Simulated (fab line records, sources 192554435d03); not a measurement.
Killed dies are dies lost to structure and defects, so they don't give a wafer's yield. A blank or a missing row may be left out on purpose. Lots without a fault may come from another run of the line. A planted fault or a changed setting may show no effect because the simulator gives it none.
One fault seen from 2 desks | flow n5_finfet | each desk has only its own numbers; what lay behind them comes last

THE METROLOGY DESK
What the gauges read, lot by lot, whatever tool the lot ran on: means of the sampled wafers that have a number. A lot is out of limits, marked OUT, if its mean lies more than 4 standard deviations from the usual mean; the brackets give that distance. Of its 10 readings 7 are shown: those that lie furthest out on some lot.
Columns: A = DIBL_P at N5_BEOL_M4_RC_MEAS_101, usual 37.5 mV/V; B = IOFF_P at N5_BEOL_M4_RC_MEAS_101, usual 0.24 nA/um; C = ION_P at N5_BEOL_M4_RC_MEAS_101, usual 469 uA/um; D = SS_N at N5_BEOL_M4_RC_MEAS_101, usual 71.7 mV/dec; E = SS_P at N5_BEOL_M4_RC_MEAS_101, usual 73.6 mV/dec; F = VT_N at N5_BEOL_M4_RC_MEAS_101, usual 249 mV; G = VT_P at N5_BEOL_M4_RC_MEAS_101, usual -248 mV
lot  | first seen here | A    | B    | C   | D    | E    | F   | G
L288 | day 7 19:19     | 35.0 | 0.25 | 469 | 71.7 | 73.1 | 250 | -245
L290 | day 8 19:02     | 40.6 | 0.29 | 476 | 72.7 | 74.5 | 249 | -244
L297 | day 10 15:47    | 39.6 | 0.25 | 467 | 72.2 | 74.3 | 249 | -248
L298 | day 10 18:56    | 37.7 | 0.24 | 467 | 71.5 | 74.3 | 248 | -249
L302 | day 11 14:37    | 36.8 | 0.24 | 464 | 72.1 | 74.0 | 251 | -249
L303 | day 11 22:26    | 37.7 | 0.25 | 475 | 71.8 | 73.1 | 250 | -246
L309 | day 13 03:29    | 37.6 | 0.23 | 473 | 71.9 | 73.6 | 246 | -248
L310 | day 13 07:25    | 36.3 | 0.23 | 468 | 71.5 | 73.4 | 249 | -249
L311 | day 13 10:23    | 37.5 | 0.24 | 465 | 72.2 | 73.3 | 250 | -248
This desk's finding: nothing out of limits on any of the 9 lots.

THE TOOL OWNER'S DESK: rie_diel-02
The tool's own readings at N5_BEOL_M0_SAQP_CUT_ETCH_46 (etches SOC in N2/H2, target depth 135 nm, overetch 27 nm, time 202.5 s): means of the sampled wafers that have a number, for each lot that ran on this tool. A lot is out of limits, marked OUT, if its mean lies more than 4 standard deviations from the usual mean; the brackets give that distance.
Columns: A = drypump_motor_current_A at N5_BEOL_M0_SAQP_CUT_ETCH_46, usual 5.8 A; B = n2_flow_sccm at N5_BEOL_M0_SAQP_CUT_ETCH_46, usual 200.1 sccm; C = rf_fwd_power_W at N5_BEOL_M0_SAQP_CUT_ETCH_46, usual 837.9 W; D = rf_vpp_V at N5_BEOL_M0_SAQP_CUT_ETCH_46, usual 523.8 V; E = showerhead_plenum_p_Torr at N5_BEOL_M0_SAQP_CUT_ETCH_46, usual 2.54 Torr; F = throttle_valve_pct at N5_BEOL_M0_SAQP_CUT_ETCH_46, usual 17.98 %
lot  | first seen here | A   | B     | C               | D                | E    | F
L290 | day 6 09:47     | 6.2 | 200.4 | 841.4           | 523.8            | 2.54 | 18.06
L297 | day 8 05:29     | 6.0 | 200.3 | 839.1           | 524.5            | 2.57 | 18.14
L298 | day 8 08:26     | 6.0 | 199.6 | 838.1           | 522.6            | 2.50 | 18.19
L302 | day 9 06:31     | 6.2 | 200.3 | 701.6 (-49) OUT | 556.4 (+14) OUT  | 2.53 | 18.10
L303 | day 9 09:56     | 6.3 | 199.1 | 766.4 (-26) OUT | 537.7 (+5.8) OUT | 2.46 | 18.17
This desk's finding: out of limits on L302, L303; first on L302, day 9 06:31 (rf_fwd_power_W at N5_BEOL_M0_SAQP_CUT_ETCH_46). In limits: L290, L297, L298.

PUT TOGETHER
The tool owner's desk could have raised an alarm at day 9 06:31, on L302, L303.
The metrology desk saw nothing out of limits.
The metrology desk has L302, L303 on record, within its limits.
Of the lots named, all ran N5_BEOL_M0_SAQP_CUT_ETCH_46 on rie_diel-02.

WHAT THE SIMULATOR HAD PUT IN
Process parameter drift: rie_diel-02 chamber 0, from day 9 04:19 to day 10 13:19, at N5_BEOL_M0_SAQP_CUT_ETCH_46. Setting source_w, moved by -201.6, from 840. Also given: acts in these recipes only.
Lots struck among those shown: L302, L303.
Hours from the fault's start to each desk's first reading out of limits: the tool owner's desk, 2.
